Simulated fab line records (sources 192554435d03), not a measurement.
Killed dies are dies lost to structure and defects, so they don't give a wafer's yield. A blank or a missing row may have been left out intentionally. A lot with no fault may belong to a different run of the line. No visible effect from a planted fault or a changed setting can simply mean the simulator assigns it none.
fab line records ; flow n5-finfet
record: lots: 11; wafers: 33; last-day: 19
route steps=1938 shown BEOL_M10@1514 PAD_METAL@1895 PASSIVATION@1908
lots that met no fault: from a run of the same line without faults
start-h: hours from the record's opening day to when the first of the lot's shown wafers began ; wait-h: hours elapsed since this lot's preceding step ; " the same as in the row above ; L1.1+2: one row covering several wafers at once ; - either no value or no given start ; * or withheld: withheld ; < > ~ a bound
route shown NAME@n: NAME is a module with steps in the file, n the number in the route of the first one ; usual: mean/standard deviation taken from wafers without a fault ; same: alike in all rows ; chamber/n: place in a boat ; sites: readings site by site ; _std_site: their standard deviation ; _edge_site: outer sites' mean less inner sites' ; radius-mm: for every site, how far away it sits from the centre of the wafer ; mask NAME#n: copy n ; behind: the last tool/chamber to shape the wafer ; hold: why the lot went on hold/how many hours it stayed there/how the hold came to an end ; device: the n, p or np transistor that did not switch ; end of line: the tests these same wafers got at the end of their route ; a step with no rows: only its recipe ; killed: dies that structure and defects cost at the first sort, which is not the same as the wafer's yield ; map: the dies of a wafer, with x for killed, . for not killed, _ for no die there
set.NAME: the run value of the setting; set.NAME@STEP: its run value at that earlier step ; model.NAME: the simulator's own value behind a step, which no gauge read
the route's steps for a sample of lots (tables are steps, rows are wafers)
services: when a tool's chamber went out of use (start-h, in hours from the record's first day, below 0 if earlier), for how many hours, and the reason
== steps ==
step: N5_BEOL_M10_STRIP_77
recipe: chemistry: N2/H2; time-s: 10; power-w: 450; temp-c: 40; pressure-mtorr: 20; rf-frequency-hz: 6e+07; bias-power-w: 7; n2-flow-sccm: 200; h2-flow-sccm: 200
usual: drypump-motor-current-A: 5.5/0.37; oes-product-au: 0.81/0.076; rf-vpp-V: 59.2/0.81; showerhead-plenum-p-Torr: 2.56/0.065; throttle-valve-pct: 23.59/0.22
lot.wafer;tool;chamber;start-h;wait-h;drypump-motor-current-A;oes-product-au;rf-hours-counter-h;rf-vpp-V;showerhead-plenum-p-Torr;throttle-valve-pct
L397.2;rie-diel-02;1;209.57;-;4.7;0.81;105;59.0;2.56;23.79
L397.3;rie-diel-02;0;209.57;-;5.7;0.68;232;59.1;2.62;24.21
L397.4;rie-diel-02;3;209.57;-;5.1;0.73;184;59.4;2.63;23.42
L399.2;rie-diel-01;2;221.28;-;6.1;0.86;65;59.1;2.68;23.38
L399.3;rie-diel-01;0;221.28;-;5.3;0.85;73;60.3;2.68;23.44
L399.5;rie-diel-01;2;221.28;-;6.1;0.85;-;60.3;2.68;23.39
L405.2;rie-diel-04;1;288.11;-;5.4;0.85;66;60.1;2.47;23.82
L405.4;rie-diel-04;2;288.11;-;5.4;0.82;105;58.2;2.56;23.79
L405.5;rie-diel-04;3;288.11;-;5.6;0.82;-;59.3;2.56;23.58
L407.2;rie-diel-04;1;297.01;-;5.4;0.85;69;58.1;2.47;23.81
L407.3;rie-diel-04;2;297.01;-;5.4;0.82;108;58.7;2.56;23.76
L407.4;rie-diel-04;0;297.01;-;5.8;0.97;5;59.4;2.49;23.17
L409.4;rie-diel-01;0;314.19;-;5.3;0.82;99;59.0;2.66;23.47
L409.5;rie-diel-01;3;314.19;-;5.7;0.83;-;58.6;2.46;23.42
L409.6;rie-diel-01;2;314.19;-;6.1;0.81;-;59.7;2.66;23.43
L410.2;rie-diel-01;0;318.77;-;5.2;0.81;101;60.9;2.66;23.48
L410.4;rie-diel-01;2;318.77;-;6.1;0.81;97;59.2;2.66;23.43
L410.5;rie-diel-01;0;318.77;-;5.3;0.81;-;58.9;2.66;23.47
L415.2;rie-diel-02;2;332.67;-;5.5;0.69;230;58.1;2.50;23.52
L415.5;rie-diel-02;3;332.67;-;5.1;0.69;-;57.9;2.61;23.47
L415.6;rie-diel-02;2;332.67;-;5.5;0.69;-;58.0;2.50;23.50
L414.1;rie-diel-01;0;338.40;-;5.3;0.81;107;60.7;2.66;23.48
L414.3;rie-diel-01;3;338.40;-;5.7;0.82;92;58.2;2.46;23.41
L414.6;rie-diel-01;2;338.40;-;6.1;0.81;-;60.3;2.66;23.46
L417.1;rie-diel-01;3;360.27;-;5.7;0.81;99;58.6;2.45;23.45
L417.2;rie-diel-01;1;360.27;-;5.9;0.91;21;58.8;2.59;23.49
L417.3;rie-diel-01;2;360.27;-;6.1;0.80;110;60.1;2.66;23.44
L420.1;rie-diel-04;3;376.53;-;5.6;0.78;120;60.1;2.55;23.65
L420.3;rie-diel-04;2;376.53;-;5.4;0.79;135;59.7;2.55;23.82
L420.6;rie-diel-04;3;376.53;-;5.6;0.78;-;58.7;2.55;23.64
L419.4;rie-diel-01;0;388.30;-;5.3;0.79;126;60.5;2.65;23.50
L419.5;rie-diel-01;2;388.30;-;6.1;0.79;-;59.6;2.65;23.45
L419.6;rie-diel-01;1;388.30;-;5.9;0.90;-;59.1;2.58;23.51
step: N5_PASSIVATION_SPUTTER_20
recipe: material: TaN; target-thk-a: 500; temp-c: 25; chamber-pressure-pa: 0.4
usual: throttle-valve-pct: 30.3/1.2
lot.wafer;tool;chamber;start-h;wait-h;throttle-valve-pct
L397.2;pvd-sputter-03;-;260.58;0.0;33.0
L397.3;pvd-sputter-03;-;260.58;0.0;30.0
L397.4;pvd-sputter-03;-;260.58;0.0;29.2
L399.2;pvd-sputter-03;-;268.38;0.0;28.6
L399.3;pvd-sputter-03;-;268.38;0.0;30.1
L399.5;pvd-sputter-03;-;268.38;0.0;29.3
L405.2;pvd-sputter-03;-;337.06;0.0;32.6
L405.4;pvd-sputter-03;-;337.06;0.0;29.9
L405.5;pvd-sputter-03;-;337.06;0.0;32.6
L407.2;pvd-sputter-02;-;337.47;0.0;30.5
L407.3;pvd-sputter-02;-;337.47;0.0;31.7
L407.4;pvd-sputter-02;-;337.47;0.0;29.4
L409.4;pvd-sputter-01;-;352.19;0.0;31.4
L409.5;pvd-sputter-01;-;352.19;0.0;28.2
L409.6;pvd-sputter-01;-;352.19;0.0;30.3
L410.2;pvd-sputter-01;-;366.26;0.0;30.5
L410.4;pvd-sputter-01;-;366.26;0.0;31.4
L410.5;pvd-sputter-01;-;366.26;0.0;31.2
L415.2;pvd-sputter-01;-;380.18;0.0;28.4
L415.5;pvd-sputter-01;-;380.18;0.0;30.4
L415.6;pvd-sputter-01;-;380.18;0.0;30.1
L414.1;pvd-sputter-02;-;382.51;0.0;29.3
L414.3;pvd-sputter-02;-;382.51;0.0;31.4
L414.6;pvd-sputter-02;-;382.51;0.0;31.5
L417.1;pvd-sputter-02;-;403.93;0.0;30.2
L417.2;pvd-sputter-02;-;403.93;0.0;31.8
L417.3;pvd-sputter-02;-;403.93;0.0;31.3
L420.1;pvd-sputter-02;-;421.10;0.0;31.0
L420.3;pvd-sputter-02;-;421.10;0.0;30.3
L420.6;pvd-sputter-02;-;421.10;0.0;31.7
L419.4;pvd-sputter-01;-;439.29;0.0;30.3
L419.5;pvd-sputter-01;-;439.29;0.0;30.6
L419.6;pvd-sputter-01;-;439.29;0.0;31.3
step: N5_PASSIVATION_DESCUM_32
recipe: chemistry: O2; time-s: 7.9; source-power-w: 50; bias-power-w: 20; pressure-mtorr: 20; rf-frequency-hz: 2.712e+07; temp-c: 40; o2-flow-sccm: 225
usual: drypump-motor-current-A: 5.5/0.37; oes-product-au: 0.79/0.076; rf-vpp-V: 243.3/1.2; showerhead-plenum-p-Torr: 2.10/0.055; throttle-valve-pct: 20.45/0.15
lot.wafer;tool;chamber;start-h;wait-h;drypump-motor-current-A;oes-product-au;rf-hours-counter-h;rf-vpp-V;showerhead-plenum-p-Torr;throttle-valve-pct
L397.2;rie-diel-01;2;261.40;0.1;6.1;0.84;75;244.3;2.22;20.31
L397.3;rie-diel-01;1;261.40;0.1;5.9;0.67;244;244.6;2.14;20.46
L397.4;rie-diel-01;1;261.40;0.1;5.9;0.67;-;242.8;2.14;20.48
L399.2;rie-diel-02;3;269.18;0.1;5.1;0.71;206;244.3;2.15;20.36
L399.3;rie-diel-02;2;269.18;0.1;5.5;0.70;210;243.3;2.08;20.45
L399.5;rie-diel-02;3;269.18;0.1;5.1;0.71;-;244.2;2.15;20.36
L405.2;rie-diel-02;0;337.95;0.3;5.6;0.90;24;243.2;2.14;20.58
L405.4;rie-diel-02;3;337.95;0.3;5.1;0.68;234;243.5;2.14;20.40
L405.5;rie-diel-02;3;337.95;0.3;5.1;0.68;-;244.3;2.14;20.41
L407.2;rie-diel-04;0;338.33;0.2;5.8;0.93;21;242.2;2.05;20.28
L407.3;rie-diel-04;3;338.33;0.2;5.6;0.80;107;244.3;2.11;20.53
L407.4;rie-diel-04;1;338.33;0.2;5.4;0.82;84;241.7;2.03;20.45
L409.4;rie-diel-02;1;353.14;0.2;4.7;0.76;160;242.6;2.09;20.73
L409.5;rie-diel-02;1;353.14;0.2;4.7;0.77;-;244.3;2.09;20.72
L409.6;rie-diel-02;2;353.14;0.2;5.5;0.68;-;241.6;2.07;20.47
L410.2;rie-diel-04;2;367.05;0.0;5.5;0.79;133;244.1;2.11;20.56
L410.4;rie-diel-04;1;367.05;0.0;5.4;0.81;94;240.9;2.03;20.45
L410.5;rie-diel-04;1;367.05;0.0;5.4;0.81;-;242.6;2.03;20.45
L415.2;rie-diel-01;3;380.96;0.0;5.7;0.81;105;241.3;2.02;20.35
L415.5;rie-diel-01;3;380.96;0.0;5.7;0.80;-;241.5;2.02;20.36
L415.6;rie-diel-01;2;380.96;0.0;6.1;0.79;-;245.2;2.20;20.39
L414.1;rie-diel-02;1;383.38;0.2;4.7;0.75;170;242.6;2.08;20.76
L414.3;rie-diel-02;2;383.38;0.2;5.5;0.68;249;243.8;2.06;20.51
L414.6;rie-diel-02;1;383.38;0.2;4.7;0.75;-;243.1;2.08;20.75
L417.1;rie-diel-01;2;404.60;0.0;6.1;0.78;126;243.1;2.20;20.39
L417.2;rie-diel-01;3;404.60;0.0;5.7;0.78;114;240.4;2.02;20.37
L417.3;rie-diel-01;1;404.60;0.0;5.9;0.88;39;243.7;2.12;20.14
L420.1;rie-diel-04;2;422.26;0.4;5.4;0.77;152;242.7;2.10;20.60
L420.3;rie-diel-04;1;422.26;0.4;5.4;0.79;113;241.9;2.02;20.49
L420.6;rie-diel-04;1;422.26;0.4;5.4;0.79;-;242.0;2.02;20.50
L419.4;rie-diel-01;2;440.82;0.6;6.1;0.76;141;244.8;2.19;20.41
L419.5;rie-diel-01;0;440.82;0.6;5.2;0.77;-;243.8;2.18;20.29
L419.6;rie-diel-01;1;440.82;0.6;5.9;0.86;-;243.6;2.12;20.17
step: N5_PASSIVATION_PECVD_35
recipe: material: SiNx; target-thk-a: 7000; temp-c: 400; precursor: SiH4/NH3/N2; pressure-torr: 4.9; rf-w: 1406; time-s: 151.3
usual: heater-power-w: 338/110; showerhead-plenum-p-Torr: 8.66/0.042; throttle-valve-pct: 29.4/1.3
lot.wafer;tool;chamber;start-h;wait-h;heater-power-w;showerhead-plenum-p-Torr;throttle-valve-pct
L397.2;pecvd-03;0;262.62;0.1;289;8.63;32.5
L397.3;pecvd-03;1;262.62;0.1;407;8.70;29.9
L397.4;pecvd-03;2;262.62;0.1;639;8.67;28.4
L399.2;pecvd-03;1;270.51;0.1;463;8.69;30.4
L399.3;pecvd-03;0;270.51;0.1;260;8.62;32.4
L399.5;pecvd-03;0;270.51;0.1;302;8.63;32.6
L405.2;pecvd-01;2;339.17;0.1;294;8.65;29.6
L405.4;pecvd-01;2;339.17;0.1;171;8.66;29.5
L405.5;pecvd-01;1;339.17;0.1;201;8.69;29.7
L407.2;pecvd-01;0;339.58;0.1;358;8.60;27.5
L407.3;pecvd-01;2;339.58;0.1;283;8.66;29.5
L407.4;pecvd-01;0;339.58;0.1;368;8.62;27.7
L409.4;pecvd-03;1;354.41;0.1;435;8.67;30.4
L409.5;pecvd-03;2;354.41;0.1;616;8.68;28.7
L409.6;pecvd-03;0;354.41;0.1;320;8.65;32.5
L410.2;pecvd-01;1;368.27;0.1;252;8.67;29.7
L410.4;pecvd-01;2;368.27;0.1;165;8.65;29.5
L410.5;pecvd-01;1;368.27;0.1;286;8.68;29.8
L415.2;pecvd-04;0;382.25;0.1;587;8.75;29.1
L415.5;pecvd-04;1;382.25;0.1;342;8.72;29.8
L415.6;pecvd-04;0;382.25;0.1;486;8.74;29.3
L414.1;pecvd-03;1;384.63;0.1;348;8.67;30.3
L414.3;pecvd-03;0;384.63;0.1;229;8.62;32.2
L414.6;pecvd-03;1;384.63;0.1;403;8.73;30.2
L417.1;pecvd-04;0;405.87;0.1;517;8.73;29.1
L417.2;pecvd-04;2;405.87;0.1;386;8.64;28.8
L417.3;pecvd-04;2;405.87;0.1;416;8.69;29.2
L420.1;pecvd-01;0;423.89;0.1;318;8.57;27.5
L420.3;pecvd-01;1;423.89;0.1;283;8.66;29.6
L420.6;pecvd-01;1;423.89;0.1;316;8.70;29.8
L419.4;pecvd-01;2;442.90;0.1;254;8.66;29.9
L419.5;pecvd-01;0;442.90;0.1;316;8.60;27.8
L419.6;pecvd-01;1;442.90;0.1;267;8.68;29.8
step: N5_PASSIVATION_PROBE_49
usual: defect-limited-yield: 91.2/1.4; killed_at_M0_to_M3: 34/10; killed_at_M4_up: 13/5.1; killed-at-contacts: 12/6.5; killed-at-front-end: 41/11; killed-at-other: 4/3.3; killed-dies: 104/16; killed-on-rim: 14/3.9; killed-open: 69/13; killed-short: 33/7; sort_bin_5_function: 5.1/0.91; sort_bin_6_memory: 3.3/0.69; sort-n-pass: 1076/16; sort-yield-pct: 91.2/1.4
same: gross-dies: 1180; killed-at-back-side: 0; sort_bin_4_leakage[%]: 0; sort_bin_8_speed[%]: 0
lot.wafer;tool;chamber;start-h;wait-h;defect-limited-yield[%];killed_at_M0_to_M3;killed_at_M4_up;killed-at-contacts;killed-at-front-end;killed-at-other;killed-dies;killed-on-rim;killed-open;killed-short;sort_bin_5_function[%];sort_bin_6_memory[%];sort-n-pass;sort-yield-pct[%]
L397.2;prober-02;-;266.36;0.1;91.5;32;15;19;30;4;100;17;69;30;4.9;3.1;1080;91.5
L397.3;prober-02;-;266.41;0.1;91.6;27;16;18;35;3;99;10;69;30;5.4;2.9;1081;91.6
L397.4;prober-02;-;266.46;0.2;92.4;19;16;15;40;0;90;10;55;33;4.0;3.3;1090;92.4
L405.2;prober-02;-;343.53;0.8;82.5;28;101;23;54;0;206;29;76;34;11.0;5.0;974;82.5
L405.4;prober-02;-;343.63;0.9;91.8;18;21;22;36;0;97;12;72;25;5.1;3.1;1083;91.8
L405.5;prober-02;-;343.68;1.0;90.5;37;6;13;56;0;112;12;74;37;5.5;3.7;1068;90.5
L407.2;prober-02;-;344.05;0.1;84.5;34;107;12;29;1;183;25;64;23;10.8;3.1;997;84.5
L407.3;prober-02;-;344.10;0.1;91.9;38;18;8;30;2;96;18;65;31;5.0;2.9;1084;91.9
L407.4;prober-02;-;344.15;0.2;92.0;26;13;14;36;5;94;13;64;30;4.3;3.6;1086;92.0
L410.2;prober-01;-;372.05;0.1;90.3;33;11;22;40;8;114;14;69;45;5.8;3.6;1066;90.3
L410.4;prober-01;-;372.15;0.2;92.3;40;5;7;37;2;91;9;57;31;3.7;3.2;1089;92.3
L410.5;prober-01;-;372.20;0.2;91.6;40;7;12;35;5;99;9;48;51;4.2;3.8;1081;91.6
L414.6;prober-02;-;388.46;0.3;89.6;41;19;16;41;6;123;20;84;31;6.0;3.4;1057;89.6
killed by level:class
L397.2 MOL_CONTACT_COAG:geometric-particle:open=14 BEOL_M3:geometric-particle:open=11 FIN_SAQP:geometric-particle:open=9 BEOL_M2:geometric-particle:open=7 BEOL_M4:geometric-particle:open=7 STI_FIN_REVEAL:geometric-particle:open=5 MOL_CONTACT_COAG:geometric-particle:short=5 BEOL_M4:geometric-particle:short=5
L397.3 MOL_CONTACT_COAG:geometric-particle:open=17 FIN_SAQP:geometric-particle:open=13 BEOL_M2:geometric-particle:open=8 BEOL_M3:geometric-particle:open=6 BEOL_M4:geometric-particle:open=6 GATE_CUT:geometric-particle:short=5 STARTING-WAFER:geometric-particle:open=5 BEOL_M2:geometric-particle:short=4
L397.4 MOL_CONTACT_COAG:geometric-particle:open=13 ILD0:geometric-particle:short=6 STI_FIN_REVEAL:geometric-particle:open=6 GATE_CUT:geometric-particle:open=6 FIN_SAQP:geometric-particle:short=5 BEOL_M1:geometric-particle:open=5 BEOL_M0_SAQP:geometric-particle:open=4 GATE_CUT:geometric-particle:short=4
L405.2 BEOL_M10:unspecified=94 MOL_CONTACT_COAG:geometric-particle:open=20 FIN_SAQP:geometric-particle:open=14 FIN_SAQP:geometric-particle:short=11 STI_FIN_REVEAL:geometric-particle:open=11 DUMMY_GATE:geometric-particle:open=6 BEOL_M2:geometric-particle:open=6 BEOL_M0_SAQP:geometric-particle:short=6
L405.4 MOL_CONTACT_COAG:geometric-particle:open=18 STI_FIN_REVEAL:geometric-particle:open=11 FIN_SAQP:geometric-particle:open=8 BEOL_M5:geometric-particle:open=6 BEOL_M1:geometric-particle:open=5 FIN_SAQP:geometric-particle:short=4 MOL_CONTACT_COAG:geometric-particle:short=4 BEOL_M0_SAQP:geometric-particle:short=4
L405.5 STI_FIN_REVEAL:geometric-particle:open=16 FIN_SAQP:geometric-particle:open=11 MOL_CONTACT_COAG:geometric-particle:open=9 BEOL_M1:geometric-particle:open=7 BEOL_M0_SAQP:geometric-particle:open=7 BEOL_M0_SAQP:geometric-particle:short=7 ILD0:geometric-particle:short=5 BEOL_M2:geometric-particle:open=5
L407.2 BEOL_M10:unspecified=95 BEOL_M3:geometric-particle:open=12 MOL_CONTACT_COAG:geometric-particle:open=10 STI_FIN_REVEAL:geometric-particle:open=7 STI_FIN_REVEAL:geometric-particle:short=6 BEOL_M2:geometric-particle:open=6 BEOL_M4:geometric-particle:open=5 BEOL_M0_SAQP:geometric-particle:open=4
L407.3 BEOL_M3:geometric-particle:open=13 MOL_CONTACT_COAG:geometric-particle:open=7 BEOL_M4:geometric-particle:open=7 FIN_SAQP:geometric-particle:open=6 BEOL_M0:geometric-particle:open=6 BEOL_M1:geometric-particle:open=5 STARTING-WAFER:geometric-particle:short=5 STI_FIN_REVEAL:geometric-particle:short=4
L407.4 STI_FIN_REVEAL:geometric-particle:open=14 MOL_CONTACT_COAG:geometric-particle:open=10 BEOL_M0_SAQP:geometric-particle:short=8 DUMMY_GATE:geometric-particle:open=6 BEOL_M2:geometric-particle:open=6 MOL_CONTACT_COAG:geometric-particle:short=4 BEOL_M0_SAQP:geometric-particle:open=4 MIM_TOP:geometric-particle:open=4
L410.2 STI_FIN_REVEAL:geometric-particle:open=16 MOL_CONTACT_COAG:geometric-particle:open=15 BEOL_M0_SAQP:geometric-particle:open=10 BEOL_M0_SAQP:geometric-particle:short=8 FIN_SAQP:geometric-particle:open=7 MOL_CONTACT_COAG:geometric-particle:short=7 STI_FIN_REVEAL:geometric-particle:short=5 FIN_SAQP:geometric-particle:short=4
L410.4 BEOL_M0_SAQP:geometric-particle:short=11 FIN_SAQP:geometric-particle:open=8 STI_FIN_REVEAL:geometric-particle:open=8 BEOL_M1:geometric-particle:open=7 MOL_CONTACT_COAG:geometric-particle:open=6 BEOL_M0_SAQP:geometric-particle:open=6 BEOL_M2:geometric-particle:open=6 ILD0:geometric-particle:short=5
L410.5 BEOL_M0_SAQP:geometric-particle:short=14 MOL_CONTACT_COAG:geometric-particle:open=11 FIN_SAQP:geometric-particle:short=9 STI_FIN_REVEAL:geometric-particle:open=8 BEOL_M0_SAQP:geometric-particle:open=8 STI_FIN_REVEAL:geometric-particle:short=7 STARTING-WAFER:geometric-particle:short=5 BEOL_M2:geometric-particle:open=5
L414.6 BEOL_M0_SAQP:geometric-particle:open=18 MOL_CONTACT_COAG:geometric-particle:open=14 STI_FIN_REVEAL:geometric-particle:open=11 BEOL_M0_SAQP:geometric-particle:short=11 BEOL_M4:geometric-particle:open=8 HKMG_FIN:area-etch=8 DUMMY_GATE:geometric-particle:open=6 GATE_CUT:geometric-particle:short=4
== services ==
tool;chamber;start-h;hours;kind
rie-diel-02;3;195.74;3.8;repair
rie-diel-04;1;207.48;14.3;repair
rie-diel-04;-;209.64;0.6;repair
pecvd-03;1;210.96;3.6;repair
rie-diel-04;0;217.81;6.3;repair
rie-diel-02;2;227.15;4.2;repair
rie-diel-01;-;238.63;15.6;pm
rie-diel-02;2;252.28;2.4;repair
pecvd-03;-;258.24;0.9;repair
rie-diel-01;0;259.64;4.1;repair
rie-diel-02;-;260.12;2.8;pm
pecvd-03;2;284.98;11.5;repair
pecvd-04;-;288.27;0.8;pm
rie-diel-04;-;297.70;2.8;pm
pecvd-01;-;308.01;1.3;repair
rie-diel-01;-;310.45;2.8;pm
pecvd-01;-;330.68;2.8;pm
rie-diel-01;0;331.37;1.3;repair
rie-diel-01;-;334.23;0.9;repair
rie-diel-02;3;377.10;7.1;repair
rie-diel-01;0;404.24;1.7;repair
pecvd-03;-;413.12;0.5;repair
rie-diel-04;0;422.13;5.4;repair
rie-diel-04;-;427.82;2.6;repair
== key ==
first-sign: step: N5_PASSIVATION_PROBE_49; reading: killed_at_M4_up; direction: up; sigmas: 18; usual: 13; struck: 104
effect: step: N5_PASSIVATION_PROBE_49; reading: defect-limited-yield; direction: down; sigmas: 5.5; usual: 91.2; struck: 83.5
more-kills-born-at: N5_BEOL_M10_STRIP_77@rie-diel-04: 189
met-at N5_BEOL_M10_STRIP_77
struck-lots L405,L407
struck-wafers L405.2,L407.2
not-acting-at N5_PASSIVATION_SPUTTER_20,N5_PASSIVATION_DESCUM_32,N5_PASSIVATION_PECVD_35
fault: kind: chamber-particle-source; tool: rie-diel-04; chamber: 1; onset-h: 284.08; steps: N5_BEOL_M10_STRIP_77; rate-per-visit-cm2: 0.47871; end-h: 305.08
